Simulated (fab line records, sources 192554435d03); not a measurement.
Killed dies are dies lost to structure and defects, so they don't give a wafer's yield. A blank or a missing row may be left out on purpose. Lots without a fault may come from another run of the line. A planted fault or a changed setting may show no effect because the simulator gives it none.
fab line records | flow n5_finfet
record lots=6 wafers=16 last_day=16
route steps=1938 shown BEOL_M15@1823 PASS1_DEP@1831 MIM_BOT@1832 MIM_TOP@1834 PASSIVATION@1936
lots that met no fault: from a run of the same line without faults
start_h: hours from the record's first day to the start of the lot's first wafer shown | wait_h: hours since the lot's step before | " the same as in the row above | L1.1+2: a row that stands for several wafers | - no value, or no start given | * or withheld: withheld | < > ~ a bound
route shown NAME@n: a module of which the file shows steps, and the number in the route of the first | usual: mean/standard deviation of fault-free wafers | same: alike in all rows | chamber/n: place in a boat | sites: the reading at each site | _std_site: their standard deviation | _edge_site: outer sites' mean less inner sites' | radius_mm: how far each site lies from the wafer's centre | mask NAME#n: copy n | behind: the tool/chamber that last shaped the wafer | hold: why the lot was held/for how many hours/how that ended | device: the transistor (n, p or np) that didn't switch | end of line: the same wafers' tests at the end of the route | a step without rows: its recipe alone | killed: dies lost to structure and defects at the first sort, not the wafer's yield | map: a wafer's dies, x killed, . not, _ none there
set.NAME: the setting as run; set.NAME@STEP: as run at that earlier step | model.NAME: the simulator's own value behind a step, which no gauge read
lots at some steps of the route; a table a step, a row a wafer
services: from which hour (start_h, from the record's first day; less than 0 if before it) a tool's chamber was out of use, for how many hours, and why
## steps
# step N5_BEOL_M15_ANNEAL_48
# recipe temp_c=225 time_s=90 ambient=N2
# usual wafer_temp_C_max=225.7/0.36
# same time_s=90
# columns lot.wafer tool chamber start_h wait_h wafer_temp_C_max
L700.2 rtp_anneal-02 0 277.91 0.8 225.4
L700.3 " 0 " " 225.5
L700.5 " 0 " " 225.3
L699.2 rtp_anneal-02 0 286.18 0.9 225.7
L699.4 " 0 " " 225.6
L699.6 " 0 " " 225.4
L705.4 rtp_anneal-02 0 323.34 1.3 225.9
L705.6 " 0 " " 225.4
L710.5 rtp_anneal-02 0 346.96 0.4 225.7
L710.6 " 0 " " 225.5
L714.2 rtp_anneal-02 0 359.08 0.7 225.6
L714.4 " 0 " " 225.4
L714.5 " 0 " " 226.1
L717.2 rtp_anneal-02 0 378.04 0.2 225.3
L717.5 " 0 " " 225.8
L717.6 " 0 " " 225.5
# step N5_BEOL_M15_CMP_49
# recipe stop_on=SiO2 t_overpolish_s=4.9 down_force_psi=2 platen_rpm=80 clearing_platen_down_force_psi=2 clearing_platen_rpm=80 post_cmp_clean=cu_alkaline target_thk_nm=850 clearing_platen_pad_velocity_m_s=1.5917 pad_velocity_m_s=1.5917
# step N5_BEOL_M15_THK_MEAS_50
# recipe thk_meas_gauge=xrf reads=Cu_of_BEOL_M15_ECD_47
# usual M15_THK=850/21
# columns lot.wafer tool chamber start_h wait_h M15_THK[nm]
L700.2 film_metro-02 - 278.45 - 852
L700.3 " - " " 880
L700.5 " - " " 851
L699.2 film_metro-02 - 287.32 - 811
L699.4 " - " " 856
L699.6 " - " " 852
L705.4 film_metro-01 - 323.82 - 875
L705.6 " - " " 872
L710.5 film_metro-02 - 347.39 - 836
L710.6 " - " " 841
L714.2 film_metro-01 - 359.64 - 852
L714.4 " - " " 847
L714.5 " - " " 876
L717.2 film_metro-02 - 378.58 - 843
L717.5 " - " " 849
L717.6 " - " " 826
# step N5_BEOL_M15_PRE_CLEAN_52
# recipe gas=NH3 time_s=15 temp_c=withheld rf_power_w=300
# step N5_BEOL_M15_DEP_53
# recipe material=SiCN target_thk_a=500 temp_c=withheld precursor=3MS/NH3 pressure_torr=3 rf_w=675 time_s=17.8
# usual showerhead_plenum_p_Torr=4.156/0.025 showerhead_vpp_V=1641/70 throttle_valve_pct=17.9/1.4
# same time_s=17.8
# columns lot.wafer tool chamber start_h wait_h showerhead_plenum_p_Torr showerhead_vpp_V throttle_valve_pct
L700.2 pecvd-04 2 278.51 0.0 4.109 1759 17.7
L700.3 " 1 " " 4.177 1548 18.2
L700.5 " 1 " " 4.162 1538 18.3
L699.2 pecvd-03 0 287.38 0.0 4.158 1662 22.0
L699.4 " 0 " " 4.151 1663 22.3
L699.6 " 2 " " 4.151 1608 16.5
L705.4 pecvd-04 0 323.90 0.0 4.147 1571 18.1
L705.6 " 2 " " 4.113 1733 17.6
L710.5 pecvd-02 1 347.46 0.0 4.165 1665 17.7
L710.6 " 2 " " 4.157 1625 17.3
L714.2 pecvd-04 1 359.70 0.0 4.154 1535 18.3
L714.4 " 0 " " 4.155 1578 18.0
L714.5 " 1 " " 4.171 1518 18.0
L717.2 pecvd-02 0 378.65 0.0 4.204 1683 16.8
L717.5 " 0 " " 4.197 1681 16.9
L717.6 " 2 " " 4.182 1587 16.9
# step N5_BEOL_M15_RS_MEAS_54
# recipe thk_meas_gauge=four-point-probe reads=Cu_of_BEOL_M15_ECD_47+Ta_of_BEOL_M15_SPUTTER_44+TaN_of_BEOL_M15_SPUTTER_43
# usual M15_RS=0.0217/0.00054
# columns lot.wafer tool chamber start_h wait_h M15_RS[ohm/sq]
L700.2 film_metro-01 - 278.58 0.1 0.0217
L700.3 " - " " 0.0210
L700.5 " - " " 0.0218
L699.2 film_metro-01 - 287.45 0.1 0.0226
L699.4 " - " " 0.0215
L699.6 " - " " 0.0216
L705.4 film_metro-02 - 323.95 0.0 0.0212
L705.6 " - " " 0.0213
L710.5 film_metro-02 - 347.52 0.0 0.0218
L710.6 " - " " 0.0218
L714.2 film_metro-01 - 359.77 0.1 0.0217
L714.4 " - " " 0.0220
L714.5 " - " " 0.0211
L717.2 film_metro-01 - 378.71 0.1 0.0216
L717.5 " - " " 0.0215
L717.6 " - " " 0.0222
# step N5_BEOL_M15_INSPECT_55
# recipe inspect_instrument=darkfield mode=post_dep
# usual raw_defect_count=72/24
# columns lot.wafer tool chamber start_h wait_h raw_defect_count
L700.2 defect_inspect-01 - 278.61 0.0 50
L700.3 " - " " 52
L700.5 " - " " 60
L699.2 defect_inspect-02 - 287.48 0.0 64
L699.4 " - " " 76
L699.6 " - " " 36
L705.4 defect_inspect-02 - 323.97 0.0 97
L705.6 " - " " 90
L710.5 defect_inspect-02 - 347.54 0.0 38
L710.6 " - " " 94
L714.2 defect_inspect-02 - 359.79 0.0 58
L714.4 " - " " 94
L714.5 " - " " 64
L717.2 defect_inspect-02 - 378.74 0.0 41
L717.5 " - " " 58
L717.6 " - " " 65
# step N5_BEOL_M15_RC_MEAS_101
# usual COMB_M10=1.43e-11/2.9e-12 COMB_M11=1.4e-11/3.1e-12 COMB_M12=6.1e-12/1.4e-12 COMB_M13=4.5e-12/1.2e-12 COMB_M14=3.4e-12/9.4e-13 COMB_M15=2.3e-12/8.5e-13 COMB_M5=3.6e-11/8.3e-12 COMB_M6=2.6e-11/5.8e-12 COMB_M7=2.6e-11/5.4e-12 COMB_M8=2.6e-11/5.5e-12 COMB_M9=1.44e-11/2.9e-12 SERP_M10=3.09/0.11 SERP_M11=3.11/0.11 SERP_M12=0.637/0.02 SERP_M13=0.311/0.0072 SERP_M14=0.163/0.0067 SERP_M5=38.4/2.4 SERP_M6=14.1/0.82 SERP_M7=14.2/0.83 SERP_M7_max_site=14.7/0.9 SERP_M8=14.0/0.65 SERP_M9=3.12/0.12
# columns lot.wafer tool chamber start_h wait_h COMB_M10[S/m] COMB_M11[S/m] COMB_M12[S/m] COMB_M13[S/m] COMB_M14[S/m] COMB_M15[S/m] COMB_M5[S/m] COMB_M6[S/m] COMB_M7[S/m] COMB_M8[S/m] COMB_M9[S/m] SERP_M10[ohm/um] SERP_M11[ohm/um] SERP_M12[ohm/um] SERP_M13[ohm/um] SERP_M14[ohm/um] SERP_M5[ohm/um] SERP_M6[ohm/um] SERP_M7[ohm/um] SERP_M7_max_site[ohm/um] SERP_M8[ohm/um] SERP_M9[ohm/um]
L700.2 prober-01 0 278.79 0.2 1.31e-11 1.9e-11 5e-12 3.7e-12 4.1e-12 9e-13 3e-11 2.5e-11 2.1e-11 2.6e-11 1.27e-11 3.14 3.04 0.618 0.311 0.171 36.4 14.5 13.8 14.1 13.5 3.12
L700.3 " 0 " " 1.91e-11 1.3e-11 5.5e-12 2.4e-12 3.6e-12 1.4e-12 4.2e-11 2.8e-11 2.2e-11 2e-11 1.92e-11 3.13 3.16 0.646 0.313 0.155 39.6 13.4 13.0 13.4 14.0 2.90
L700.5 " 0 " " 1.06e-11 1.9e-11 3.7e-12 2.3e-12 2.8e-12 1.2e-12 4.9e-11 2e-11 2.1e-11 2.1e-11 1.48e-11 3.05 3.02 0.635 0.316 0.171 37.2 13.6 15.0 15.9 14.5 3.04
L699.2 prober-02 0 287.66 0.2 1.24e-11 1.1e-11 5.9e-12 5.4e-12 4.3e-12 2.7e-12 4.6e-11 2.9e-11 2.2e-11 2.2e-11 1.35e-11 3.19 3.11 0.619 0.318 0.177 40.1 14.9 13.7 13.9 14.0 2.89
L699.4 " 0 " " 1.39e-11 1.2e-11 5.5e-12 4e-12 3.5e-12 2.2e-12 4.3e-11 2.2e-11 2.9e-11 2.9e-11 1.13e-11 3.36 3.15 0.615 0.314 0.167 40.4 14.1 13.6 14.1 15.1 3.21
L699.6 " 0 " " 1.15e-11 1.5e-11 6e-12 6.1e-12 3.2e-12 2.9e-12 5.5e-11 2.1e-11 1.8e-11 2.8e-11 1.23e-11 3.09 3.00 0.649 0.316 0.170 40.1 13.4 13.0 13.3 14.8 3.17
L705.4 prober-01 0 325.23 1.3 1.23e-11 1.2e-11 7.3e-12 4.6e-12 3.6e-12 1.9e-12 4.7e-11 2.6e-11 2.8e-11 2e-11 1.36e-11 3.24 3.05 0.627 0.321 0.155 39.5 15.0 14.4 15.0 14.9 2.87
L705.6 " 0 " " 1.58e-11 1.4e-11 4.4e-12 4.7e-12 3.7e-12 1.5e-12 4e-11 2.1e-11 2.6e-11 2.1e-11 1.39e-11 2.92 3.23 0.628 0.317 0.152 40.9 12.4 15.5 16.5 13.9 3.26
L710.5 prober-02 0 348.18 0.6 1.07e-11 1.5e-11 4.5e-12 4.2e-12 4e-12 3.4e-12 2.9e-11 1.9e-11 3.2e-11 3.2e-11 1.35e-11 3.04 2.99 0.615 0.314 0.171 38.2 15.1 14.9 15.6 14.9 3.02
L710.6 " 0 " " 1.37e-11 1.6e-11 9e-12 4.6e-12 4.1e-12 3.3e-12 4.5e-11 3.5e-11 3.2e-11 3e-11 1.28e-11 3.11 3.17 0.647 0.305 0.165 34.0 15.4 13.5 14.1 13.6 3.05
L714.2 prober-02 0 360.03 0.2 1.7e-11 8e-12 5.5e-12 6.2e-12 3.2e-12 3.7e-12 3.7e-11 2.4e-11 2.6e-11 3.1e-11 1.29e-11 3.10 3.10 0.665 0.314 0.163 37.7 13.6 13.4 14.0 12.7 2.95
L714.4 " 0 " " 1.57e-11 1.2e-11 7.9e-12 6.2e-12 4.3e-12 2.9e-12 2.9e-11 2.6e-11 2.1e-11 3.4e-11 1.57e-11 3.03 3.30 0.656 0.312 0.165 33.5 13.0 14.1 15.2 14.1 2.92
L714.5 " 0 " " 1.59e-11 1.5e-11 7e-12 5.6e-12 4.5e-12 3.8e-12 3.4e-11 2.4e-11 2e-11 2.8e-11 1.42e-11 2.91 3.13 0.648 0.309 0.160 37.4 12.3 13.1 13.7 14.6 3.08
L717.2 prober-02 0 378.92 0.2 1.41e-11 1.4e-11 5.9e-12 5e-12 3.7e-12 2.8e-12 2.8e-11 4.5e-11 2.5e-11 2.1e-11 1.07e-11 2.95 3.01 0.618 0.309 0.162 36.1 14.1 14.0 14.4 14.0 3.04
L717.5 " 0 " " 1.59e-11 1.3e-11 7.1e-12 3.5e-12 3.9e-12 2.9e-12 2.9e-11 3.4e-11 2.3e-11 3.1e-11 1.87e-11 2.99 3.17 0.595 0.300 0.158 40.4 12.9 14.4 15.1 13.4 3.28
L717.6 " 0 " " 1.52e-11 1.1e-11 9.3e-12 4.5e-12 4.8e-12 2.7e-12 2.1e-11 3.5e-11 2.6e-11 2.6e-11 1.82e-11 3.11 3.01 0.627 0.304 0.162 35.6 12.7 15.4 15.7 13.9 2.95
# step N5_PASSIVATION_PECVD_00
# recipe material=SiO2 target_thk_a=2000 temp_c=400 precursor=SiH4/N2O pressure_torr=2.7 rf_w=608 time_s=11.2
# usual heater_power_w=646/120 showerhead_plenum_p_Torr=8.15/0.11 showerhead_vpp_V=1553/72 susceptor_temp_C=399.96/0.22 throttle_valve_pct=52/5.3
# same time_s=11.2
# columns lot.wafer tool chamber start_h wait_h heater_power_w showerhead_plenum_p_Torr showerhead_vpp_V susceptor_temp_C throttle_valve_pct
L700.2 pecvd-03 1 279.59 0.7 568 7.97 1648 399.54 53
L700.3 " 0 " " 671 8.11 1596 399.87 64
L700.5 " 0 " " 686 8.12 1547 400.01 64
L699.2 pecvd-01 0 288.46 0.7 880 8.11 1590 399.93 51
L699.4 " 1 " " 486 8.27 1466 399.91 51
L699.6 " 2 " " 602 8.11 1389 400.19 54
L705.4 pecvd-02 2 325.75 0.4 686 8.23 1530 399.68 48
L705.6 " 1 " " 686 8.21 1545 399.86 50
L710.5 pecvd-02 1 348.55 0.2 709 8.21 1525 400.03 50
L710.6 " 0 " " 395 8.30 1612 400.19 48
L714.2 pecvd-02 1 360.84 0.7 653 8.20 1570 399.95 50
L714.4 " 2 " " 758 8.26 1523 399.81 49
L714.5 " 1 " " 660 8.20 1568 399.71 50
L717.2 pecvd-03 0 379.74 0.7 732 8.10 1575 400.23 64
L717.5 " 0 " " 744 8.10 1596 399.93 64
L717.6 " 1 " " 537 7.93 1676 399.96 54
# step N5_MIM_BOT_DEGAS_01
# recipe ambient=vacuum temp_c=300 time_s=60
# step N5_MIM_BOT_SPUTTER_00
# recipe material=TiN target_thk_a=350 temp_c=200 power_w=3000 chamber_pressure_pa=0.49996 gas=Ar reactive_partial_pa=0.37997 time_s=89.7
# usual chamber_pressure_pa=0.4998/0.00098 susceptor_temp_C=200.00/0.16 throttle_valve_pct=29.8/0.88
# same time_s=89.7
# columns lot.wafer tool chamber start_h wait_h chamber_pressure_pa susceptor_temp_C throttle_valve_pct
L700.2 pvd_sputter-03 - 281.59 0.0 0.4989 200.04 30.9
L700.3 " - " " 0.5010 199.58 28.2
L700.5 " - " " 0.4988 199.84 30.9
L699.2 pvd_sputter-02 - 289.59 0.0 0.4985 200.25 29.8
L699.4 " - " " 0.5004 200.09 30.3
L699.6 " - " " 0.5021 200.11 30.2
L705.4 pvd_sputter-02 - 327.28 0.0 0.4980 200.07 29.8
L705.6 " - " " 0.4987 199.81 30.3
L710.5 pvd_sputter-01 - 350.07 0.0 0.5016 199.87 30.4
L710.6 " - " " 0.5011 199.91 30.0
L714.2 pvd_sputter-03 - 361.47 0.0 0.4975 199.88 28.9
L714.4 " - " " 0.4980 199.96 28.7
L714.5 " - " " 0.5010 199.92 30.6
L717.2 pvd_sputter-03 - 380.94 0.0 0.4997 200.12 29.2
L717.5 " - " " 0.4999 200.19 29.3
L717.6 " - " " 0.4993 199.85 28.7
# step N5_MIM_TOP_ALD_00
# recipe material=Al2O3 target_thk_a=* temp_c=withheld ald_precursor_family=TMA ald_co_reactant=O3 pulse_time_s=withheld purge_time_s=3 co_reactant_purge_time_s=withheld co_reactant_pulse_time_s=3 ald_cycles=withheld
# step N5_MIM_TOP_ALD_01
# recipe material=HfO2 target_thk_a=56 temp_c=withheld ald_precursor_family=Hf-amide ald_co_reactant=O3 pulse_time_s=1 purge_time_s=3 co_reactant_purge_time_s=2 co_reactant_pulse_time_s=3 ald_cycles=62
# usual ald_cycles=62/0 precursor_pulse_height_rel=1.001/0.021
# same pulse_time_s=1 purge_time_s=3
# columns lot.wafer tool chamber start_h wait_h ald_cycles precursor_pulse_height_rel model.HfO2_of_MIM_TOP_ALD_01.thk_nm
L700.2 ald_hk-02 0 281 - 62 0.973 5.6
L700.3 " 1 " " 62 0.962 5.6
L700.5 " 3 " " 62 0.993 5.6
L699.2 ald_hk-03 1 289 - 62 0.995 5.6
L699.4 " 0 " " 62 1.034 5.6
L699.6 " 1 " " 62 0.970 5.6
L705.4 ald_hk-03 3 327 - 104 1.009 9.4
L705.6 " 2 " " 104 1.021 9.4
L710.5 ald_hk-03 3 350 - 62 0.970 5.6
L710.6 " 2 " " 104 0.980 9.4
L714.2 ald_hk-02 1 361 - 62 1.012 5.6
L714.4 " 2 " " 62 1.030 5.6
L714.5 " 3 " " 62 0.994 5.6
L717.2 ald_hk-01 2 381 - 62 1.008 5.6
L717.5 " 0 " " 62 1.030 5.6
L717.6 " 1 " " 62 1.004 5.6
# step N5_MIM_TOP_ALD_02
# recipe material=Al2O3 target_thk_a=* temp_c=withheld ald_precursor_family=TMA ald_co_reactant=O3 pulse_time_s=withheld purge_time_s=3 co_reactant_purge_time_s=withheld co_reactant_pulse_time_s=3 ald_cycles=withheld
# usual precursor_pulse_height_rel=1.002/0.021
# columns lot.wafer tool chamber start_h wait_h precursor_pulse_height_rel
L700.2 ald_hk-02 0 - - 1.012
L700.3 " 1 " " 1.017
L700.5 " 3 " " 0.997
L699.2 ald_hk-03 1 - - 1.016
L699.4 " 0 " " 0.989
L699.6 " 1 " " 0.985
L705.4 ald_hk-03 3 - - 0.960
L705.6 " 2 " " 1.028
L710.5 ald_hk-03 3 - - 1.010
L710.6 " 2 " " 0.940
L714.2 ald_hk-02 1 - - 0.987
L714.4 " 2 " " 0.997
L714.5 " 3 " " 0.994
L717.2 ald_hk-01 2 - - 0.996
L717.5 " 0 " " 1.034
L717.6 " 1 " " 1.007
# step N5_PASSIVATION_PROBE_49
# usual defect_limited_yield=91.7/1.4 killed_at_M0_to_M3=31/11 killed_at_M4_up=13/4.6 killed_at_contacts=13/6.7 killed_at_front_end=39/9.6 killed_at_other=3.5/2.8 killed_dies=98/16 killed_on_rim=13/4.2 killed_open=64/11 killed_short=33/8.5 sort_bin_4_leakage=0.00/0.032 sort_bin_5_function=4.9/0.96 sort_bin_6_memory=3.1/0.59 sort_bin_8_speed=0.2/1.3 sort_n_pass=1080/23 sort_yield_pct=91.5/1.9
# same gross_dies=1180 killed_at_back_side=0
# columns lot.wafer tool chamber start_h wait_h defect_limited_yield[%] killed_at_M0_to_M3 killed_at_M4_up killed_at_contacts killed_at_front_end killed_at_other killed_dies killed_on_rim killed_open killed_short sort_bin_4_leakage[%] sort_bin_5_function[%] sort_bin_6_memory[%] sort_bin_8_speed[%] sort_n_pass sort_yield_pct[%]
L700.2 prober-01 - 294.78 0.1 90.3 27 12 22 54 0 115 13 72 41 0 5.9 3.2 0 1065 90.3
L700.3 prober-01 - 294.83 0.1 90.3 25 19 23 45 2 114 13 75 38 0 5.7 3.6 0 1066 90.3
L700.5 prober-01 - 294.93 0.2 89.9 21 13 36 44 5 119 17 70 49 0 6.4 3.3 0 1061 89.9
L705.6 prober-02 - 338.01 0.3 92.1 31 4 7 50 1 93 17 50 37 0 4.5 2.5 0 1087 92.1
# killed by level:class
L700.2 MOL_CONTACT_COAG:geometric_particle:open=18 GATE_CUT:geometric_particle:short=17 FIN_SAQP:geometric_particle:short=10 GATE_CUT:geometric_particle:open=10 FIN_SAQP:geometric_particle:open=7 BEOL_M0:geometric_particle:open=7 BEOL_M1:geometric_particle:open=7 BEOL_M4:geometric_particle:open=7
L700.3 MOL_CONTACT_COAG:geometric_particle:open=18 GATE_CUT:geometric_particle:short=9 BEOL_M1:geometric_particle:open=9 BEOL_M4:geometric_particle:open=6 FIN_SAQP:geometric_particle:short=5 DUMMY_GATE:geometric_particle:open=5 GATE_CUT:geometric_particle:open=5 STI_FIN_REVEAL:geometric_particle:open=4
L700.5 MOL_CONTACT_COAG:geometric_particle:open=26 FIN_SAQP:geometric_particle:short=11 MOL_CONTACT_COAG:geometric_particle:short=10 FIN_SAQP:geometric_particle:open=9 GATE_CUT:geometric_particle:open=8 BEOL_M1:geometric_particle:open=5 GATE_CUT:geometric_particle:short=4 BEOL_M1:geometric_particle:short=4
L705.6 BEOL_M0_SAQP:geometric_particle:open=13 GATE_CUT:geometric_particle:short=9 FIN_SAQP:geometric_particle:short=7 FIN_SAQP:geometric_particle:open=6 STI_FIN_REVEAL:geometric_particle:open=6 HKMG_FIN:area_etch=6 BEOL_M3:geometric_particle:open=5 MOL_CONTACT_COAG:geometric_particle:open=4
## services
# columns tool chamber start_h hours kind
pecvd-01 - 259.73 2.9 repair
ald_hk-03 - 276.40 0.6 repair
ald_hk-01 - 285.69 0.3 repair
pecvd-03 1 300.78 2.8 repair
pecvd-01 2 306.56 5.5 scheduled_down
ald_hk-02 - 321.53 6.9 repair
pecvd-03 1 322.46 12.9 repair
pecvd-04 - 350.00 0.5 repair
pvd_sputter-01 - 363.48 2.4 repair
pecvd-02 0 375.15 2.1 scheduled_down
ald_hk-03 - 381.33 14.6 pm
## key
first_sign step=N5_MIM_TOP_ALD_01 reading=ald_cycles direction=up sigmas=99+ usual=* struck=*
effect none on later readings
model_effect step=N5_MIM_TOP_ALD_01 value=HfO2_of_MIM_TOP_ALD_01.thk_nm without=5.6 struck=9.4
met_at N5_MIM_TOP_ALD_01
struck_wafers L705.4,L705.6,L710.6
onset_between 289 327
fault kind=process_parameter_drift tool=ald_hk-03 chamber=- onset_h=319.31 steps=N5_MIM_TOP_ALD_01 channel=ald_cycles offset=* shape=step end_h=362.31 scope=struck_wafers_only acts_in=* stated=*
